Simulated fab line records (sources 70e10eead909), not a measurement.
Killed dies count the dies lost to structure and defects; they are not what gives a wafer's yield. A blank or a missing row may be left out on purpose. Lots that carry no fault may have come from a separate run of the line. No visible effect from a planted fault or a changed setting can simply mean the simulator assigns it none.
Comparing a struck lot with a sound one ; flow nandHarc ; 19 steps out of a route of 1302
Sound: these wafers, L952.3, L952.4, L952.6. Struck: wafer L956.6. (L956.1, L956.2 of the same lot were not struck and are left out.) The cause comes at the end.
Order at every step that has rows: each side's tool, ch and its chambers, its first start. Under that, the readings that differ: sound wafers ; struck wafers ; difference of the means ; sigmas: that difference in standard deviations of wafers without a fault.
alike: same words and numbers on both sides, and readings whose means sit less than 2 such deviations apart. not compared: any withheld reading, any reading some wafer has no value for, any bound like >300 that may hide the same value, and any number with overlapping values for which the record gives no deviation.
A row with sigmas, a row that says differs or no value, or rows on one side alone: a step with any of these is where the two part. Numbers that have no deviation but don't overlap get no sigmas and don't part them. A reading that every wafer of one side lacks parts them only if that side has two wafers or more.

NHARC_P_ZERO_WELL_CD_MEAS_11: target cd 500 nm.
  sound on cdSem-03 ch 0, day 5 15:07; struck on cdSem-03 ch 0, day 7 07:07
  alike: cdNm
then, 1 step without rows for these wafers: NHARC_P_ZERO_WELL_HARDBAKE_12 (time 65 s).
NHARC_P_ZERO_WELL_DESCUM_13: chemistry O2, time 3 s.
  sound on rieDiel-11 ch 0,3, day 5 15:17; struck on rieDiel-11 ch 0, day 7 07:16
reading;sound;struck;difference;sigmas
rfVppV (V);56.9 56.2 57.4;58.6;+1.8;+2
throttleValvePct (%);11.319 11.326 11.304;11.294;-0.022;-2
  alike: drypumpMotorCurrentA, oesProductAu, showerheadPlenumPTorr
  not compared: rfHoursCounterH
NHARC_P_ZERO_WELL_ETCH_65: etches the open film in N2/H2, target depth 80 nm, overetch 24 nm, time 87.88 s.
  sound on rieDiel-11 ch 0,3, day 5 15:23; struck on rieDiel-11 ch 3, day 7 08:06
  alike: drypumpMotorCurrentA, oesProductAu, rfVppV, showerheadPlenumPTorr, throttleValvePct
  not compared: rfHoursCounterH
NHARC_P_ZERO_WELL_ETCH_62: etches the open film in CHF3/Ar, target depth 13 nm, time 6.5 s.
  sound: rieDiel-11 ch 1,2,3; struck: rieDiel-11 ch 0
  alike: drypumpMotorCurrentA, oesProductAu, rfVppV, showerheadPlenumPTorr, throttleValvePct
  not compared: rfHoursCounterH
NHARC_P_ZERO_WELL_ETCH_63: etches the open film in HBr/Cl2, target depth 120 nm, time 40.1 s.
  sound on rieSi-02 ch 0,3, day 5 15:34; struck on rieSi-02 ch 3, day 7 08:16
  alike: drypumpMotorCurrentA, oesProductAu, throttleValvePct
  not compared: rfHoursCounterH
then, 6 steps without rows for these wafers: NHARC_P_ZERO_WELL_STRIP_15 (strips in SPM, time 900 s); NHARC_P_ZERO_WELL_DEHYDRATE_16 (time 120 s); NHARC_P_ZERO_WELL_HMDS_17 (time 30 s); NHARC_P_ZERO_WELL_COAT_18; NHARC_P_ZERO_WELL_SOFTBAKE_19 (time 95 s); NHARC_P_ZERO_WELL_EBR_20.
NHARC_P_ZERO_WELL_EXPOSE_21: exposes mask P NWELL, target cd 720 nm.
  sound on krfScanner-03 ch 0, day 5 16:12; struck on krfScanner-03 ch 0, day 7 09:02
  alike: mask, exposureDoseMJCm2, reticleTempC
then, 2 steps without rows for these wafers: NHARC_P_ZERO_WELL_PEB_22 (peb time 85 s); NHARC_P_ZERO_WELL_DEVELOP_23 (time 70 s).
NHARC_P_ZERO_WELL_CD_MEAS_24: target cd 720 nm.
  sound on cdSem-02 ch 0, day 5 16:21; struck on cdSem-03 ch 0, day 7 09:12
reading;sound;struck;difference;sigmas
cdNm (nm);721.4 719.7 721.1;727.0;+6.3;+4
then, 1 step without rows for these wafers: NHARC_P_ZERO_WELL_HARDBAKE_25 (time 80 s).
NHARC_P_ZERO_WELL_DESCUM_26: chemistry O2, time 3 s.
  sound on rieDiel-02 ch 0,1,3, day 5 16:41; struck on rieDiel-03 ch 1, day 7 09:23
reading;sound;struck;difference;sigmas
model.P_ZERO_WELL.cdNm (nm);721.7 718.9 721.1;727.3;+6.7;
  alike: drypumpMotorCurrentA, oesProductAu, rfVppV, showerheadPlenumPTorr, throttleValvePct
  not compared: rfHoursCounterH
after that, 1 step had no rows for these wafers: NHARC_P_ZERO_WELL_IMPLANT_27.

## WHERE THEY PART
Earliest at NHARC_P_ZERO_WELL_DESCUM_13; latest, in this record, at NHARC_P_ZERO_WELL_CD_MEAS_24. Later steps at which nothing parts them and some readings are alike: NHARC_P_ZERO_WELL_DESCUM_26.

WHY: the cause the simulator had injected
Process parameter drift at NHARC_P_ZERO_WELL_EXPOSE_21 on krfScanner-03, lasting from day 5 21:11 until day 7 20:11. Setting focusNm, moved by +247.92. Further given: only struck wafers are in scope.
